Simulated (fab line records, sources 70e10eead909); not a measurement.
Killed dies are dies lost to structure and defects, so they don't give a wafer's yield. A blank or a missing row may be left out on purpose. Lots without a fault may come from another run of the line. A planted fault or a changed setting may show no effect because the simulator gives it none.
Chamber matching | flow nand_harc | NHARC_A_STAIRCASE_DEP_322 on pecvd-04: 3 sister chambers
The step deposits SiO2, target thk 7200 nm. 14 wafers are shown with their chamber, then 7 later ones without.

WAFERS WITH THEIR CHAMBER
wafer  | chamber | heater_power_w (W) | mfc_precursor_sccm (sccm)
L186.1 | 2       | 779                | 200.2
L186.3 | 1       | 668                | 199.3
L186.4 | 1       | 542                | 200.4
L189.2 | 0       | 685                | 201.3
L189.3 | 1       | 670                | 200.7
L189.5 | 1       | 550                | 201.2
L196.4 | 1       | 620                | 199.7
L196.5 | 0       | 564                | 200.8
L196.6 | 2       | 606                | 199.9
L199.2 | 2       | 614                | 200.9
L199.4 | 1       | 623                | 199.3
L199.5 | 0       | 566                | 201.3
L202.1 | 0       | 669                | 199.7
L202.4 | 0       | 566                | 199.4

SIGNATURES (means of the wafers above)
reading            | chamber 0 | chamber 1 | chamber 2 | scatter within a chamber
heater_power_w     | 610.00    | 612.17    | 666.33    | 67.1
mfc_precursor_sccm | 200.500   | 200.100   | 200.333   | 0.789
Rule: a wafer's distance from a chamber is the root of the sum, over the readings, of the square of ((its reading less the chamber's mean) divided by the reading's scatter). The wafer belongs to the nearest chamber; if the next one is less than 2 further off, it can't be placed. The scatter: the root of (the sum of the squares of (reading less its chamber's mean) over the shown wafers, divided by (wafers less chambers)).

WAFERS WITHOUT THEIR CHAMBER
wafer  | heater_power_w (W) | mfc_precursor_sccm (sccm)
L202.5 | 630                | 200.4
L207.2 | 662                | 200.1
L207.3 | 606                | 200.3
L207.6 | 630                | 199.2
L206.1 | 682                | 200.3
L206.2 | 671                | 199.5
L206.4 | 611                | 200.0

WHICH CHAMBER EACH WENT THROUGH
wafer  | from the rows above          | in truth
L202.5 | can't be placed: 0 or 1 or 2 | 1
L207.2 | can't be placed: 2 or 1 or 0 | 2
L207.3 | can't be placed: 0 or 1 or 2 | 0
L207.6 | can't be placed: 1 or 2 or 0 | 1
L206.1 | can't be placed: 2 or 1 or 0 | 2
L206.2 | can't be placed: 2 or 1 or 0 | 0
L206.4 | can't be placed: 1 or 0 or 2 | 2
Placed correctly: 0 of 7. Can't be placed from these rows: 7 (the true chamber is among the candidates in 7). Placed wrongly: 0.
